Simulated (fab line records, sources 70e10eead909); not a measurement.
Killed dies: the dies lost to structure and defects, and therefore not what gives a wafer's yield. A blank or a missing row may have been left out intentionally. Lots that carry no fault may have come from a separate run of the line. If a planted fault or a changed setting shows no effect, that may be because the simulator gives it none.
The tool behind it: which one?	flow nand-harc	12 lots with 36 wafers sampled at 6 steps, on a route of 1302 steps

WHAT THE GAUGES SHOWED, per wafer
NHARC_A_SIN_REMOVE_INSPECT_04. Usual: raw-defect-count reads 393 (standard deviation 86).
lot	measured	on	raw-defect-count	flag
L767	day 20 16:28	defect-inspect-01	360 408 388	
L768	day 21 00:41	defect-inspect-02	416 440 438	
L769	day 22 09:32	defect-inspect-01	340 506 280	
L770	day 22 13:13	defect-inspect-02	374 406 409	
L777	day 24 14:43	defect-inspect-01	442 472 492	
L778	day 25 13:00	defect-inspect-01	1255 1256 1225	OFF
L779	day 26 02:59	defect-inspect-01	308 332 397	
L780	day 26 02:59	defect-inspect-02	1441 1466 1471	OFF
L787	day 29 00:35	defect-inspect-01	382 279 277	
L786	day 29 00:35	defect-inspect-02	423 334 371	
L788	day 29 05:59	defect-inspect-02	429 544 413	
L789	day 30 01:17	defect-inspect-01	459 595 456	

NHARC_END_SORT_01. Usual: killed-at-array 54, standard deviation 20; killed-at-other 0.9, standard deviation 1.1; killed-at-periphery 3.8, standard deviation 2.4; killed-dies 58, standard deviation 20; killed-open 3.5, standard deviation 1.9; killed-short 2.5, standard deviation 1.6.
lot	measured	on	killed-at-array	killed-at-other	killed-at-periphery	killed-dies	killed-open	killed-short	flag
L767	day 25 01:52	prober-02	84 72 76	1 4 0	5 6 6	90 82 82	1 4 5	0 2 0	
L768	day 25 09:43	prober-02	74 98 103	0 1 1	5 3 4	79 102 108	3 4 1	3 1 3	
L769	day 26 17:56	prober-01	35 17 26	0 0 1	2 3 3	37 20 30	5 4 5	2 4 1	
L770	day 27 02:41	prober-02	73 78 69	0 2 0	5 4 4	78 84 73	2 3 4	4 3 3	
L777	day 28 15:58	prober-02	59 68 49	1 0 1	1 4 2	61 72 52	4 2 3	3 1 2	
L778	day 29 09:58	prober-02	124 45 128	2 2 1	6 5 7	132 52 136	9 4 6	4 3 0	
L779	day 30 02:03	prober-02	72 49 67	1 1 0	11 7 3	84 57 70	4 6 5	1 5 1	
L780	day 30 02:45	prober-01	76 84 150	0 2 0	4 2 4	80 88 154	3 2 4	1 2 2	
L787	day 33 02:41	prober-01	27 38 29	4 4 5	3 2 0	34 44 34	4 2 3	4 3 1	OFF
L786	day 33 09:10	prober-02	65 62 58	1 0 0	2 1 2	68 63 60	4 5 3	1 6 3	
L788	day 33 13:39	prober-01	67 34 32	1 1 0	4 1 1	72 36 33	6 0 1	5 3 0	
L789	day 34 05:14	prober-01	68 59 75	3 1 1	2 1 1	73 61 77	4 7 2	0 0 1	

EACH LOT AND THE TOOL THAT RAN IT (in order: tool; ch and the chambers of the sampled wafers; start)
lot	NHARC_A_SLIT_DEP_23	NHARC_A_SLIT_DESCUM_14	NHARC_A_SLIT_ETCH_17	NHARC_A_WL_FILL_STRIP_27
L767	pecvd-01 ch 0,1, day 20 02:46	rie-diel-12 ch 1,3, day 20 03:37	har-etch-01 ch 0,1, day 20 06:03	plasma-asher-02 ch 0,1, day 20 18:15
L768	pecvd-02 ch 1,2, day 20 10:48	rie-diel-03 ch 2,3, day 20 11:38	har-etch-01 ch 0,1, day 20 14:44	plasma-asher-02 ch 0,1, day 21 06:10
L769	pecvd-03 ch 0,1,2, day 21 19:48	rie-diel-03 ch 0,1,2, day 21 20:39	har-etch-02 ch 0,1, day 21 22:13	plasma-asher-02 ch 0,1, day 22 11:26
L770	pecvd-02 ch 0,1, day 21 21:41	rie-diel-07 ch 0,2,3, day 21 22:26	har-etch-01 ch 0,1, day 22 02:51	plasma-asher-02 ch 0,1, day 22 15:00
L777	pecvd-03 ch 0,2, day 24 01:01	rie-diel-03 ch 1,2,3, day 24 01:45	har-etch-02 ch 0,1, day 24 03:37	plasma-asher-02 ch 0,1, day 24 16:27
L778	pecvd-02 ch 0,1,2, day 24 23:11	rie-diel-07 ch 0,1,2, day 24 23:55	har-etch-01 ch 0,1, day 25 01:11	plasma-asher-01 ch 0,1, day 25 14:46
L779	pecvd-03 ch 0,1,2, day 25 12:46	rie-diel-07 ch 0,1,3, day 25 13:37	har-etch-02 ch 0,1, day 25 15:16	plasma-asher-01 ch 0,1, day 26 04:50
L780	pecvd-02 ch 0,2, day 25 12:47	rie-diel-12 ch 1,2, day 25 13:46	har-etch-01 ch 0,1, day 25 16:12	plasma-asher-01 ch 0,1, day 26 04:58
L787	pecvd-03 ch 0,1, day 28 10:47	rie-diel-12 ch 0,1, day 28 11:39	har-etch-02 ch 0, day 28 12:55	plasma-asher-02 ch 0,1, day 29 02:20
L786	pecvd-02 ch 0,1, day 28 10:52	rie-diel-07 ch 0,3, day 28 11:49	har-etch-01 ch 0, day 28 13:40	plasma-asher-01 ch 0,1, day 29 02:39
L788	pecvd-02 ch 0,2, day 28 16:23	rie-diel-03 ch 0,1,3, day 28 17:08	har-etch-01 ch 0,1, day 28 19:36	plasma-asher-02 ch 0,1, day 29 08:40
L789	pecvd-03 ch 1,2, day 29 09:25	rie-diel-07 ch 0,1, day 29 10:16	har-etch-01 ch 0,1, day 29 13:26	plasma-asher-02 ch 1, day 30 03:37
- NHARC_A_SLIT_DEP_23: deposits SiON, target thk 100 nm.
- NHARC_A_SLIT_DESCUM_14: chemistry O2, time 3 s.
- NHARC_A_SLIT_ETCH_17: etches the open film in C4F8/O2/Ar, time 4254.5 s, target depth 20300 nm.
- NHARC_A_WL_FILL_STRIP_27: strips in N2/H2, time 20 s.

AS READ BY THE TOOLS THEMSELVES (means over the sampled wafers that have a number; for cases with no such wafer, the mark the record gives instead)
NHARC_A_SLIT_DEP_23. Usual: heater-power-w reads 725 W (standard deviation 100).
lot	tool	heater-power-w (W)	flag
L767	pecvd-01	879	
L768	pecvd-02	757	
L769	pecvd-03	684	
L770	pecvd-02	681	
L777	pecvd-03	690	
L778	pecvd-02	741	
L779	pecvd-03	609	
L780	pecvd-02	743	
L787	pecvd-03	639	
L786	pecvd-02	674	
L788	pecvd-02	772	
L789	pecvd-03	647	

NHARC_A_SLIT_DESCUM_14. Usual: drypump-motor-current-A 6.0 A, standard deviation 0.48; oes-product-au 1.001 a.u., standard deviation 0.0075; rf-vpp-V 57.9 V, standard deviation 0.82; showerhead-plenum-p-Torr 1.93 Torr, standard deviation 0.073; throttle-valve-pct 11.312 %, standard deviation 0.0099.
lot	tool	drypump-motor-current-A (A)	oes-product-au (a.u.)	rf-vpp-V (V)	showerhead-plenum-p-Torr (Torr)	throttle-valve-pct (%)	flag
L767	rie-diel-12	6.0	1.001	58.4	1.92	11.309	
L768	rie-diel-03	5.8	1.007	57.9	1.80	11.313	
L769	rie-diel-03	6.1	1.003	57.2	1.87	11.309	
L770	rie-diel-07	6.0	1.001	58.0	1.97	11.314	
L777	rie-diel-03	6.1	0.996	57.1	1.83	11.308	
L778	rie-diel-07	6.2	0.995	58.3	1.99	11.313	
L779	rie-diel-07	6.3	0.997	57.9	1.99	11.310	
L780	rie-diel-12	6.4	0.992	57.5	2.00	11.305	
L787	rie-diel-12	5.7	1.006	58.4	1.92	11.314	
L786	rie-diel-07	6.2	0.991	57.6	1.98	11.309	
L788	rie-diel-03	6.2	1.008	57.9	1.86	11.309	
L789	rie-diel-07	6.4	1.007	57.8	2.01	11.316	

NHARC_A_SLIT_ETCH_17. Usual: drypump-motor-current-A 5.7 A, standard deviation 0.53; showerhead-plenum-p-Torr 3.59 Torr, standard deviation 0.14; throttle-valve-pct 32.046 %, standard deviation 0.0078.
lot	tool	drypump-motor-current-A (A)	showerhead-plenum-p-Torr (Torr)	throttle-valve-pct (%)	flag
L767	har-etch-01	6.0	3.54	32.048	
L768	har-etch-01	6.0	3.53	32.046	
L769	har-etch-02	5.8	3.82	32.044	
L770	har-etch-01	5.5	3.57	32.047	
L777	har-etch-02	5.7	3.71	32.047	
L778	har-etch-01	6.0	3.50	32.041	
L779	har-etch-02	5.8	3.79	32.054	
L780	har-etch-01	5.5	3.54	32.052	
L787	har-etch-02	5.7	3.59	32.049	
L786	har-etch-01	6.4	3.43	32.052	
L788	har-etch-01	5.5	3.52	32.047	
L789	har-etch-01	6.0	3.47	32.051	

NHARC_A_WL_FILL_STRIP_27. Usual: drypump-motor-current-A 5.4 A, standard deviation 0.64; heater-power-w 344 W, standard deviation 39.
lot	tool	drypump-motor-current-A (A)	heater-power-w (W)	flag
L767	plasma-asher-02	4.9	350	
L768	plasma-asher-02	4.9	345	
L769	plasma-asher-02	5.0	349	
L770	plasma-asher-02	5.0	382	
L777	plasma-asher-02	5.0	381	
L778	plasma-asher-01	5.8	316	
L779	plasma-asher-01	5.8	316	
L780	plasma-asher-01	5.8	318	
L787	plasma-asher-02	5.0	359	
L786	plasma-asher-01	6.2	329	
L788	plasma-asher-02	5.0	336	
L789	plasma-asher-02	5.0	384	

THE ANSWER, worked out from the rows above alone
Rule: take the mean of a lot's wafers that have a number; if it is more than 3 standard deviations from the usual mean, the lot is off. A lot without any number at a reading at which 4 lots or more have one is off too. The other lots that the step has rows for count as sound. After the gauges, taken in route order, come the tools' own readings; for these a lot's mean is taken, as printed above. The first step at which some lot is off is used, and at that step the reading that is off furthest; a lot without a number counts as furthest.
Off, at NHARC_A_SIN_REMOVE_INSPECT_04 on raw-defect-count: L778, L780.
If a tool, at a process step before that reading, ran all the lots that are off and no sound lot after the first of them, it fits. Those tools and the gauges at NHARC_A_SIN_REMOVE_INSPECT_04 are tried in the same way. Of those tried, none fits.

WHAT THE SIMULATOR HAD INSERTED
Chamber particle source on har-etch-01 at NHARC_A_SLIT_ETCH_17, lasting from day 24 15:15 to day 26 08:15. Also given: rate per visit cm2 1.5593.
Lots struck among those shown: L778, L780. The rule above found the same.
